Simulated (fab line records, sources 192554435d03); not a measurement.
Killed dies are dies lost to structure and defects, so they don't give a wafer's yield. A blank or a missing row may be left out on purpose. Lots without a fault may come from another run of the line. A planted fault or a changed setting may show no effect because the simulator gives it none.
Which tool did it? | flow n5_finfet | 24 lots, 72 wafers sampled, at 6 steps of a route of 1938

WHAT THE GAUGES READ, wafer by wafer
N5_HKMG_FIN_CD_MEAS_49: target cd 202 nm. Usual: cd_nm 201.7 nm, standard deviation 0.7.
lot  | measured    | on        | cd_nm (nm)        | flag
L074 | day 4 07:18 | cd_sem-02 | 202.5 201.1 201.7 |
L075 | day 4 07:27 | cd_sem-02 | 201.3 201.4 202.1 |
L076 | day 4 09:10 | cd_sem-03 | 201.6 200.6 201.3 |
L077 | day 4 15:14 | cd_sem-03 | 201.0 201.0 201.0 |
L078 | day 5 03:01 | cd_sem-02 | 202.4 201.3 202.8 |
L079 | day 5 07:13 | cd_sem-01 | 201.4 201.7 202.0 |
L080 | day 5 14:55 | cd_sem-02 | 200.8 201.6 201.2 |
L081 | day 6 00:41 | cd_sem-01 | 202.4 203.7 200.6 |
L082 | day 6 02:35 | cd_sem-01 | 200.9 201.0 201.1 |
L083 | day 6 09:05 | cd_sem-02 | 202.0 201.9 202.1 |
L084 | day 6 18:41 | cd_sem-03 | 201.4 201.7 202.4 |
L085 | day 7 01:18 | cd_sem-02 | 200.7 201.0 201.1 |
L086 | day 7 04:23 | cd_sem-01 | 202.5 201.3 201.9 |
L087 | day 7 07:56 | cd_sem-02 | 200.7 202.8 201.7 |
L088 | day 7 11:43 | cd_sem-02 | 201.2 201.1 201.8 |
L089 | day 7 18:07 | cd_sem-03 | 202.1 202.8 203.0 |
L090 | day 8 00:21 | cd_sem-01 | 201.1 201.6 201.5 |
L091 | day 8 04:37 | cd_sem-03 | 202.5 202.0 203.1 |
L092 | day 8 10:41 | cd_sem-02 | 201.3 202.2 201.3 |
L093 | day 8 18:13 | cd_sem-02 | 202.1 203.2 203.8 |
L094 | day 9 02:26 | cd_sem-01 | 202.5 202.1 202.1 |
L095 | day 9 09:41 | cd_sem-02 | 201.1 201.4 201.2 |
L096 | day 9 10:54 | cd_sem-02 | 201.3 201.2 201.1 |
L097 | day 9 21:59 | cd_sem-01 | 201.1 202.0 201.3 |

N5_HKMG_FIN_OVL_MEAS_13. Usual: NWFM_OVL 0.2 nm, standard deviation 0.68.
lot  | measured     | on         | NWFM_OVL (nm)  | flag
L074 | day 4 10:44  | overlay-01 | -0.2 0.0 0.2   |
L075 | day 4 10:54  | overlay-02 | 1.0 0.7 0.4    |
L076 | day 4 12:34  | overlay-01 | 0.4 0.7 0.8    |
L077 | day 4 18:38  | overlay-01 | -0.3 0.8 -0.7  |
L078 | day 5 06:32  | overlay-02 | 0.9 0.4 1.0    |
L079 | day 5 10:54  | overlay-02 | -0.7 -0.3 -0.6 |
L080 | day 5 18:19  | overlay-02 | 0.6 -0.2 0.0   |
L081 | day 6 04:29  | overlay-02 | 1.7 1.7 1.1    |
L082 | day 6 05:56  | overlay-02 | 0.2 0.0 -0.1   |
L083 | day 6 12:38  | overlay-02 | -0.1 0.0 0.4   |
L084 | day 6 22:31  | overlay-01 | 0.2 0.4 0.6    |
L085 | day 7 05:04  | overlay-01 | 0.7 -0.7 -0.4  |
L086 | day 7 08:30  | overlay-02 | 0.3 0.3 0.0    |
L087 | day 7 11:41  | overlay-01 | 0.7 1.3 0.5    |
L088 | day 7 15:24  | overlay-01 | 0.2 1.3 0.1    |
L089 | day 7 21:55  | overlay-02 | 0.5 0.7 0.7    |
L090 | day 8 04:02  | overlay-02 | 1.7 0.1 1.5    |
L091 | day 8 08:05  | overlay-01 | -0.1 -0.1 -0.4 |
L092 | day 8 14:09  | overlay-01 | 0.1 0.6 -0.7   |
L093 | day 8 21:42  | overlay-01 | -0.4 -0.4 -0.7 |
L094 | day 9 05:50  | overlay-01 | 1.7 -0.2 0.9   |
L095 | day 9 13:06  | overlay-01 | -0.1 -0.8 -1.0 |
L096 | day 9 14:19  | overlay-01 | -0.4 -0.3 -0.7 |
L097 | day 10 01:34 | overlay-01 | -0.3 1.2 -0.3  |

N5_GATE_CUT_OVL_MEAS_14. Usual: GATE_CUT_OVL -0.2 nm, standard deviation 0.81.
lot  | measured     | on         | GATE_CUT_OVL (nm) | flag
L074 | day 4 21:03  | overlay-01 | 0.4 0.6 0.4       |
L075 | day 4 21:08  | overlay-01 | -1.8 -0.1 -1.3    |
L076 | day 4 23:30  | overlay-01 | 0.4 0.1 0.3       |
L077 | day 5 05:16  | overlay-02 | -0.4 -0.6 0.4     |
L078 | day 5 15:05  | overlay-02 | 0.8 0.0 0.7       |
L079 | day 5 20:02  | overlay-02 | -0.2 -0.6 0.9     |
L080 | day 6 04:05  | overlay-02 | -0.9 -0.1 -1.2    |
L081 | day 6 13:04  | overlay-02 | 0.0 -0.5 -0.6     |
L082 | day 6 14:29  | overlay-01 | 0.6 0.0 -0.5      |
L083 | day 6 21:01  | overlay-01 | 0.7 1.0 0.6       |
L084 | day 7 06:39  | overlay-01 | 0.4 0.3 -0.5      |
L085 | day 7 14:09  | overlay-02 | -0.4 -1.5 -1.6    |
L086 | day 7 17:01  | overlay-01 | -0.5 -0.2 0.8     |
L087 | day 7 20:01  | overlay-02 | -1.0 -2.1 -1.3    |
L088 | day 7 23:26  | overlay-02 | -0.4 -0.9 -1.0    |
L089 | day 8 06:31  | overlay-01 | 0.2 0.2 0.9       |
L090 | day 8 13:31  | overlay-01 | -0.1 -0.5 0.4     |
L091 | day 8 16:23  | overlay-01 | -0.8 0.7 0.6      |
L092 | day 8 23:12  | overlay-01 | -1.1 -0.2 -0.9    |
L093 | day 9 05:46  | overlay-02 | 0.9 1.1 0.8       |
L094 | day 9 14:17  | overlay-02 | 1.2 0.1 0.8       |
L095 | day 9 21:31  | overlay-02 | 0.4 -0.1 0.6      |
L096 | day 9 23:43  | overlay-01 | 0.3 0.0 -1.1      |
L097 | day 10 10:02 | overlay-02 | 0.5 -0.5 0.3      |

WHICH TOOL RAN EACH LOT (tool, then ch and the chambers of the sampled wafers, then the start)
lot  | N5_HKMG_FIN_STRIP_57              | N5_HKMG_FIN_DESCUM_17              | N5_GATE_CUT_ETCH_58
L074 | rie_diel-04 ch 2,3, day 4 07:40   | rie_diel-05 ch 0,1,3, day 4 10:52  | rie_diel-02 ch 0,2, day 4 15:54
L075 | rie_diel-05 ch 0,3, day 4 07:49   | rie_diel-05 ch 1,2, day 4 11:23    | rie_diel-02 ch 0,1,3, day 4 16:14
L076 | rie_diel-05 ch 0,2,3, day 4 09:32 | rie_diel-05 ch 2,3, day 4 12:38    | rie_diel-03 ch 0,1, day 4 17:23
L077 | rie_diel-01 ch 0,2, day 4 15:36   | rie_diel-01 ch 0,1,2, day 4 18:42  | rie_diel-03 ch 1,3, day 4 23:24
L078 | rie_diel-01 ch 1,3, day 5 03:23   | rie_diel-04 ch 1,2,3, day 5 07:05  | rie_diel-02 ch 2,3, day 5 11:47
L079 | rie_diel-04 ch 0,1,2, day 5 07:52 | rie_diel-05 ch 0,1,2, day 5 11:07  | rie_diel-02 ch 1,2,3, day 5 16:02
L080 | rie_diel-05 ch 0,1, day 5 15:17   | rie_diel-04 ch 1,2,3, day 5 19:15  | rie_diel-02 ch 2,3, day 6 00:41
L081 | rie_diel-04 ch 1,2,3, day 6 01:31 | rie_diel-01 ch 1,2, day 6 04:32    | rie_diel-06 ch 0,2,3, day 6 09:40
L082 | rie_diel-04 ch 0,1, day 6 02:57   | rie_diel-04 ch 1,2,3, day 6 05:59  | rie_diel-06 ch 1,3, day 6 10:44
L083 | rie_diel-04 ch 2,3, day 6 09:37   | rie_diel-04 ch 1,2,3, day 6 12:42  | rie_diel-06 ch 0,1,2, day 6 17:43
L084 | rie_diel-05 ch 0,2,3, day 6 19:28 | rie_diel-05 ch 0,1,3, day 6 22:34  | rie_diel-06 ch 0,2, day 7 03:17
L085 | rie_diel-05 ch 2,3, day 7 01:59   | rie_diel-05 ch 0,1,2, day 7 05:52  | rie_diel-06 ch 1,3, day 7 10:40
L086 | rie_diel-04 ch 0,3, day 7 05:28   | rie_diel-04 ch 2,3, day 7 08:58    | rie_diel-03 ch 0,1,2, day 7 13:42
L087 | rie_diel-01 ch 0,1,3, day 7 08:22 | rie_diel-01 ch 0,1,3, day 7 12:00  | rie_diel-06 ch 1,3, day 7 16:43
L088 | rie_diel-04 ch 0,1,3, day 7 12:29 | rie_diel-04 ch 0,2,3, day 7 15:27  | rie_diel-02 ch 0,1,2, day 7 20:09
L089 | rie_diel-01 ch 0,1, day 7 18:50   | rie_diel-05 ch 1,2,3, day 7 22:09  | rie_diel-03 ch 1,3, day 8 03:14
L090 | rie_diel-04 ch 1,3, day 8 00:43   | rie_diel-01 ch 0,3, day 8 04:05    | rie_diel-06 ch 1,2, day 8 08:58
L091 | rie_diel-05 ch 0,1,2, day 8 04:59 | rie_diel-05 ch 0,1,3, day 8 08:08  | rie_diel-02 ch 0,2,3, day 8 12:52
L092 | rie_diel-05 ch 0,2,3, day 8 11:03 | rie_diel-01 ch 0,3, day 8 14:53    | rie_diel-06 ch 1,2, day 8 19:51
L093 | rie_diel-04 ch 0,1,3, day 8 18:35 | rie_diel-04 ch 2,3, day 8 21:46    | rie_diel-03 ch 0,1, day 9 02:28
L094 | rie_diel-01 ch 1,2,3, day 9 02:48 | rie_diel-01 ch 1,2,3, day 9 05:59  | rie_diel-02 ch 0,1,2, day 9 10:42
L095 | rie_diel-01 ch 0,1,3, day 9 10:04 | rie_diel-01 ch 0,1,3, day 9 13:14  | rie_diel-02 ch 0,1,3, day 9 18:05
L096 | rie_diel-01 ch 1,2, day 9 11:16   | rie_diel-01 ch 0,1,2, day 9 15:14  | rie_diel-06 ch 0,3, day 9 20:24
L097 | rie_diel-05 ch 1,2,3, day 9 22:32 | rie_diel-01 ch 0,1,3, day 10 01:55 | rie_diel-03 ch 0,3, day 10 06:45
- N5_HKMG_FIN_STRIP_57: strips in CF4.
- N5_HKMG_FIN_DESCUM_17: chemistry O2, time 7.9 s.
- N5_GATE_CUT_ETCH_58: etches SiNx in CH3F/O2, target depth 17 nm, time 128.6 s.

WHAT THE TOOLS THEMSELVES READ (means of the sampled wafers that have a number; where no wafer has one, the mark that the record gives instead)
N5_HKMG_FIN_STRIP_57. Usual: drypump_motor_current_A 5.9 A, standard deviation 0.44; oes_product_au 0.79 a.u., standard deviation 0.089; rf_vpp_V 271.8 V, standard deviation 1.5; showerhead_plenum_p_Torr 1.82 Torr, standard deviation 0.05; throttle_valve_pct 13.54 %, standard deviation 0.28.
lot  | tool        | drypump_motor_current_A (A) | oes_product_au (a.u.) | rf_vpp_V (V) | showerhead_plenum_p_Torr (Torr) | throttle_valve_pct (%) | flag
L074 | rie_diel-04 | 5.7                         | 0.75                  | 272.2        | 1.85                            | 13.60                  |
L075 | rie_diel-05 | 6.4                         | 0.75                  | 270.7        | 1.75                            | 13.48                  |
L076 | rie_diel-05 | 6.1                         | 0.83                  | 272.3        | 1.80                            | 13.37                  |
L077 | rie_diel-01 | 6.0                         | 0.83                  | 272.8        | 1.85                            | 13.34                  |
L078 | rie_diel-01 | 6.3                         | 0.74                  | 270.8        | 1.79                            | 13.55                  |
L079 | rie_diel-04 | 5.7                         | 0.82                  | 271.8        | 1.81                            | 13.56                  |
L080 | rie_diel-05 | 5.8                         | 0.79                  | 273.0        | 1.82                            | 13.42                  |
L081 | rie_diel-04 | 5.9                         | 0.81                  | 272.4        | 1.83                            | 13.50                  |
L082 | rie_diel-04 | 5.9                         | 0.85                  | 272.1        | 1.80                            | 13.54                  |
L083 | rie_diel-04 | 5.6                         | 0.73                  | 271.0        | 1.84                            | 13.63                  |
L084 | rie_diel-05 | 6.1                         | 0.88                  | 273.3        | 1.87                            | 13.22                  |
L085 | rie_diel-05 | 6.0                         | 0.89                  | 271.3        | 1.85                            | 13.30                  |
L086 | rie_diel-04 | 5.5                         | 0.69                  | 271.9        | 1.82                            | 13.81                  |
L087 | rie_diel-01 | 6.2                         | 0.76                  | 271.5        | 1.82                            | 13.56                  |
L088 | rie_diel-04 | 5.7                         | 0.76                  | 272.1        | 1.81                            | 13.69                  |
L089 | rie_diel-01 | 6.1                         | 0.78                  | 271.7        | 1.85                            | 13.55                  |
L090 | rie_diel-04 | 6.1                         | 0.82                  | 272.1        | 1.82                            | 13.52                  |
L091 | rie_diel-05 | 5.9                         | 0.87                  | 273.2        | 1.88                            | 13.36                  |
L092 | rie_diel-05 | 6.0                         | 0.85                  | 273.2        | 1.87                            | 13.25                  |
L093 | rie_diel-04 | 5.6                         | 0.75                  | 271.0        | 1.81                            | 13.72                  |
L094 | rie_diel-01 | 6.0                         | 0.71                  | 271.3        | 1.79                            | 13.65                  |
L095 | rie_diel-01 | 6.2                         | 0.74                  | 271.7        | 1.81                            | 13.61                  |
L096 | rie_diel-01 | 5.7                         | 0.71                  | 270.9        | 1.78                            | 13.69                  |
L097 | rie_diel-05 | 6.2                         | 0.86                  | 272.5        | 1.87                            | 13.40                  |

N5_HKMG_FIN_DESCUM_17. Usual: drypump_motor_current_A 5.9 A, standard deviation 0.41; oes_product_au 0.79 a.u., standard deviation 0.096; rf_vpp_V 243.6 V, standard deviation 1.4; showerhead_plenum_p_Torr 2.12 Torr, standard deviation 0.072; temp_c 40.00 C, standard deviation 0.1; throttle_valve_pct 20.37 %, standard deviation 0.28.
lot  | tool        | drypump_motor_current_A (A) | oes_product_au (a.u.) | rf_vpp_V (V) | showerhead_plenum_p_Torr (Torr) | temp_c (C) | throttle_valve_pct (%) | flag
L074 | rie_diel-05 | 6.2                         | 0.75                  | 241.8        | 2.07                            | 39.99      | 20.50                  |
L075 | rie_diel-05 | 5.9                         | 0.85                  | 243.2        | 2.06                            | 39.93      | 20.26                  |
L076 | rie_diel-05 | 6.4                         | 0.78                  | 242.7        | 2.04                            | 39.95      | 20.46                  |
L077 | rie_diel-01 | 5.9                         | 0.77                  | 243.9        | 2.13                            | 39.98      | 20.38                  |
L078 | rie_diel-04 | 5.9                         | 0.83                  | 244.9        | 2.13                            | 39.93      | 20.33                  |
L079 | rie_diel-05 | 5.9                         | 0.82                  | 243.8        | 2.10                            | 39.92      | 20.27                  |
L080 | rie_diel-04 | 5.9                         | 0.82                  | 243.4        | 2.13                            | 39.87      | 20.33                  |
L081 | rie_diel-01 | 5.8                         | 0.72                  | 242.6        | 2.09                            | 40.03      | 20.60                  |
L082 | rie_diel-04 | 5.9                         | 0.82                  | 243.9        | 2.13                            | 39.99      | 20.34                  |
L083 | rie_diel-04 | 5.9                         | 0.82                  | 243.0        | 2.13                            | 39.99      | 20.34                  |
L084 | rie_diel-05 | 6.2                         | 0.93                  | 245.9        | 2.24                            | 40.03      | 20.32                  |
L085 | rie_diel-05 | 5.9                         | 0.90                  | 244.8        | 2.19                            | 39.94      | 20.20                  |
L086 | rie_diel-04 | 5.6                         | 0.73                  | 244.1        | 2.13                            | 39.99      | 20.36                  |
L087 | rie_diel-01 | 6.2                         | 0.76                  | 243.0        | 2.13                            | 39.97      | 20.44                  |
L088 | rie_diel-04 | 5.5                         | 0.73                  | 243.4        | 2.10                            | 40.05      | 20.44                  |
L089 | rie_diel-05 | 6.2                         | 0.92                  | 244.8        | 2.20                            | 40.01      | 20.32                  |
L090 | rie_diel-01 | 6.3                         | 0.78                  | 242.9        | 2.13                            | 40.05      | 20.22                  |
L091 | rie_diel-05 | 6.2                         | 0.88                  | 245.5        | 2.23                            | 40.01      | 20.34                  |
L092 | rie_diel-01 | 6.3                         | 0.80                  | 244.8        | 2.17                            | 40.09      | 20.25                  |
L093 | rie_diel-04 | 5.7                         | 0.73                  | 243.8        | 2.13                            | 40.14      | 20.39                  |
L094 | rie_diel-01 | 5.9                         | 0.72                  | 243.3        | 2.08                            | 39.99      | 20.41                  |
L095 | rie_diel-01 | 6.2                         | 0.74                  | 244.2        | 2.12                            | 39.99      | 20.47                  |
L096 | rie_diel-01 | 5.9                         | 0.72                  | 243.6        | 2.12                            | 39.95      | 20.44                  |
L097 | rie_diel-01 | 6.2                         | 0.73                  | 243.4        | 2.12                            | 40.02      | 20.48                  |

N5_GATE_CUT_ETCH_58. Usual: drypump_motor_current_A 5.6 A, standard deviation 0.38; oes_product_au 0.77 a.u., standard deviation 0.08; rf_vpp_V 99.1 V, standard deviation 1.1; showerhead_plenum_p_Torr 2.00 Torr, standard deviation 0.074; throttle_valve_pct 16.4 %, standard deviation 0.34.
lot  | tool        | drypump_motor_current_A (A) | oes_product_au (a.u.) | rf_vpp_V (V) | showerhead_plenum_p_Torr (Torr) | throttle_valve_pct (%) | flag
L074 | rie_diel-02 | 5.8                         | 0.78                  | 98.8         | 1.94                            | 16.5                   |
L075 | rie_diel-02 | 5.3                         | 0.86                  | 99.5         | 2.05                            | 16.3                   |
L076 | rie_diel-03 | 5.7                         | 0.73                  | 100.3        | 2.04                            | 16.4                   |
L077 | rie_diel-03 | 6.1                         | 0.76                  | 100.2        | 2.06                            | 16.3                   |
L078 | rie_diel-02 | 5.7                         | 0.79                  | 98.8         | 1.99                            | 16.4                   |
L079 | rie_diel-02 | 5.4                         | 0.81                  | 98.5         | 2.03                            | 16.4                   |
L080 | rie_diel-02 | 5.6                         | 0.84                  | 99.7         | 2.06                            | 16.1                   |
L081 | rie_diel-06 | 5.6                         | 0.71                  | 98.4         | 1.99                            | 16.4                   |
L082 | rie_diel-06 | 5.4                         | 0.73                  | 98.2         | 1.92                            | 16.9                   |
L083 | rie_diel-06 | 5.7                         | 0.75                  | 99.7         | 2.01                            | 16.4                   |
L084 | rie_diel-06 | 5.8                         | 0.73                  | 99.2         | 2.06                            | 16.1                   |
L085 | rie_diel-06 | 5.5                         | 0.72                  | 98.5         | 1.92                            | 16.9                   |
L086 | rie_diel-03 | 5.7                         | 0.71                  | 98.5         | 1.98                            | 16.3                   |
L087 | rie_diel-06 | 5.5                         | 0.75                  | 98.4         | 1.93                            | 16.8                   |
L088 | rie_diel-02 | 5.5                         | 0.77                  | 98.7         | 1.97                            | 16.6                   |
L089 | rie_diel-03 | 6.3                         | 0.75                  | 100.1        | 2.05                            | 16.4                   |
L090 | rie_diel-06 | 5.7                         | 0.77                  | 98.3         | 2.00                            | 16.6                   |
L091 | rie_diel-02 | 5.7                         | 0.81                  | 99.1         | 2.00                            | 16.3                   |
L092 | rie_diel-06 | 5.7                         | 0.76                  | 98.8         | 2.00                            | 16.6                   |
L093 | rie_diel-03 | 5.7                         | 0.71                  | 98.8         | 2.03                            | 16.4                   |
L094 | rie_diel-02 | 5.5                         | 0.75                  | 98.8         | 1.97                            | 16.6                   |
L095 | rie_diel-02 | 5.3                         | 0.81                  | 99.4         | 2.04                            | 16.3                   |
L096 | rie_diel-06 | 5.5                         | 0.97                  | 99.8         | 2.08                            | 16.3                   |
L097 | rie_diel-03 | 6.0                         | 0.80                  | 99.0         | 2.01                            | 16.3                   |

THE ANSWER, worked out from the rows above alone
Rule: a lot is off if the mean of its wafers that have a number lies more than 3 standard deviations from the usual mean. A lot without any number at a reading at which 4 lots or more have one is off too. The other lots that the step has rows for count as sound. The gauges are gone through in route order, then the tools' own readings, and for those a lot's mean is taken as printed above. The first step at which some lot is off is used, and at that step the reading that is off furthest; a lot without a number counts as furthest.
No lot is off at any reading shown: from this, nothing can be told.

WHAT THE SIMULATOR HAD PUT IN
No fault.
